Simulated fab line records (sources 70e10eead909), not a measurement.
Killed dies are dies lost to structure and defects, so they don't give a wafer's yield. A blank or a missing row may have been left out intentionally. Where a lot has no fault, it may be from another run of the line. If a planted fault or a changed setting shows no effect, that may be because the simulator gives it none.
Struck lot and sound lot, side by side || flow nand_harc || 14 out of 1302 route steps
Sound: the wafers L419.1, L419.3, L419.6. Struck: wafer L437.5; the same lot's L437.3 was not struck, so it is left out; see the end for the cause.
Each step with rows lists, per side, the tool, then ch with its chambers, then its first start. Under that, the readings that differ: sound wafers || struck wafers || difference of the means || sigmas: that difference in standard deviations of wafers without a fault.
alike: same words and numbers on both sides, and readings whose means sit less than 2 such deviations apart. not compared: any withheld reading, any reading some wafer has no value for, any bound like >300 that may hide the same value, and any number with overlapping values for which the record gives no deviation.
The two part at a step that has a row with sigmas, a row that says differs or no value, or rows on one side only. Numbers that don't overlap but have no deviation are shown without sigmas and don't part them. A reading that every wafer of one side lacks parts them only if that side has two wafers or more.

first, 6 steps without rows for these wafers: NHARC_A_DECK1_JOINT_CVD_34 (deposits SiNx, target thk 20 nm); NHARC_A_DECK1_JOINT_DEP_06 (deposits SiOx, target thk 80 nm); NHARC_A_DECK1_JOINT_CURE_26 (time 32 s); NHARC_A_DECK1_JOINT_ANNEAL_27 (time 3600 s); NHARC_A_DECK1_JOINT_ANNEAL_28 (time 1800 s); NHARC_A_DECK1_JOINT_ANNEAL_29 (time 1800 s).
NHARC_A_DECK1_JOINT_CMP_02: polishes SiOx.
  sound on cmp-03 ch 0,1,2, day 12 16:10; struck on cmp-02 ch 3, day 19 21:10
  alike: motor_current_A
after that, 1 step had no rows for these wafers: NHARC_A_DECK1_JOINT_SRD_15.
NHARC_A_DECK1_JOINT_DEP_16: deposits SiO2, target thk 45 nm.
  sound on pecvd-03 ch 0,1,2, day 12 16:32; struck on pecvd-02 ch 0, day 19 21:37
  alike: heater_power_w, throttle_valve_pct
NHARC_A_DECK1_JOINT_THK_MEAS_17: measures by ellipsometry.
  sound: film_metro-02 at day 12 16:48; struck: film_metro-01 at day 19 21:53
  alike: thk_nm
NHARC_A_DECK1_JOINT_INSPECT_05:
  sound: defect_inspect-02 at day 12 16:50; struck: defect_inspect-01 at day 19 21:56
  alike: raw_defect_count
NHARC_A_ONON_D2_DEP_00: target thk 1000 nm.
  sound on pecvd_onon-04 ch 0, day 12 16:55; struck on pecvd_onon-04 ch 0, day 19 22:07
NHARC_A_ONON_D2_THK_MEAS_02: measures by ellipsometry.
  sound: film_metro-01 at day 12 17:25; struck: film_metro-02 at day 19 22:32
{"reading": "thk_nm (nm)", "sound": "1009 1008 1007", "struck": 625, "difference": -383, "sigmas": -40}
then NHARC_A_ONON_D2_DEP_03 (target thk 1000 nm), 1 step lacking rows for these wafers.

## WHERE THEY PART
Only at NHARC_A_ONON_D2_THK_MEAS_02, as far as this record shows.

WHY: the cause the simulator had injected
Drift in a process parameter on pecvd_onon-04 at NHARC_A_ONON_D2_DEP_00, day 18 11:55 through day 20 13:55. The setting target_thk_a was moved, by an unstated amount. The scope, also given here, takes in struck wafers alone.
